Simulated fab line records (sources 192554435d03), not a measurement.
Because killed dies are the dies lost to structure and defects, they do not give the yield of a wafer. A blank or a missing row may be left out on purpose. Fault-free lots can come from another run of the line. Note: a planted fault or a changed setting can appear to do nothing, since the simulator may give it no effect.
Matching of chambers    flow n5-finfet    4 sister chambers for N5_BEOL_M13_ETCH_67 on rie-diel-06
The step etches SiARC in CF4, target depth 143 nm, time 238.3 s. 22 wafers are shown with their chamber, then 11 later ones without.

WAFERS WITH THEIR CHAMBER
wafer   chamber  drypump-motor-current-A (A)  showerhead-plenum-p-Torr (Torr)  throttle-valve-pct (%)
L077.4  2        5.9                          2.19                             15.28
L077.5  1        6.2                          2.09                             15.63
L077.6  3        6.0                          2.08                             15.78
L076.3  2        5.9                          2.19                             15.27
L076.4  3        6.0                          2.08                             15.78
L076.5  2        5.9                          2.19                             15.27
L079.1  2        5.9                          2.19                             15.27
L079.2  3        6.0                          2.08                             15.77
L079.3  1        6.2                          2.09                             15.62
L080.1  0        5.5                          2.29                             15.33
L080.2  3        6.0                          2.07                             15.79
L080.3  1        6.2                          2.09                             15.64
L080.4  2        5.9                          2.18                             15.30
L080.5  1        6.2                          2.09                             15.67
L080.6  0        5.5                          2.29                             15.34
L083.1  1        6.2                          2.09                             15.65
L083.3  0        5.4                          2.29                             15.35
L083.4  2        5.9                          2.18                             15.29
L087.1  2        5.9                          2.18                             15.32
L087.2  0        5.5                          2.28                             15.37
L087.3  3        6.0                          2.07                             15.81
L087.4  1        6.2                          2.08                             15.69

SIGNATURES (means of the wafers above)
reading                   chamber 0  chamber 1  chamber 2  chamber 3  scatter within a chamber
drypump-motor-current-A   5.475      6.200      5.900      6.000      0.0204
showerhead-plenum-p-Torr  2.2875     2.0883     2.1857     2.0760     0.005
throttle-valve-pct        15.3475    15.6500    15.2857    15.7860    0.0202
Rule: a wafer lies at a distance from a chamber equal to the root of the sum of squares, over the readings, of (its reading less the chamber's mean, divided by the reading's scatter). The wafer belongs to the nearest chamber; if the next one is less than 2 further off, it can't be placed. The scatter: take each reading less its chamber's mean, square it, sum over the shown wafers, divide by the number of wafers less the number of chambers, and take the root.

WAFERS MISSING THEIR CHAMBER
wafer   drypump-motor-current-A (A)  showerhead-plenum-p-Torr (Torr)  throttle-valve-pct (%)
L087.5  5.9                          2.18                             15.32
L087.6  6.2                          2.08                             15.68
L091.1  5.4                          2.28                             15.38
L091.5  6.2                          2.08                             15.70
L091.6  5.4                          2.28                             15.39
L093.1  6.2                          2.08                             15.71
L093.2  5.9                          2.18                             15.35
L093.3  6.0                          2.07                             15.83
L093.4  6.2                          2.08                             15.70
L093.5  6.0                          2.07                             15.84
L093.6  5.9                          2.18                             15.33

WHICH CHAMBER EACH ONE RAN IN
wafer   from the rows above  in truth
L087.5  2                    2
L087.6  1                    1
L091.1  0                    0
L091.5  1                    1
L091.6  0                    0
L093.1  1                    1
L093.2  2                    2
L093.3  3                    3
L093.4  1                    1
L093.5  3                    3
L093.6  2                    2
11 of 11 placed correctly. Number that these rows cannot place: 0. Wrongly placed: 0.
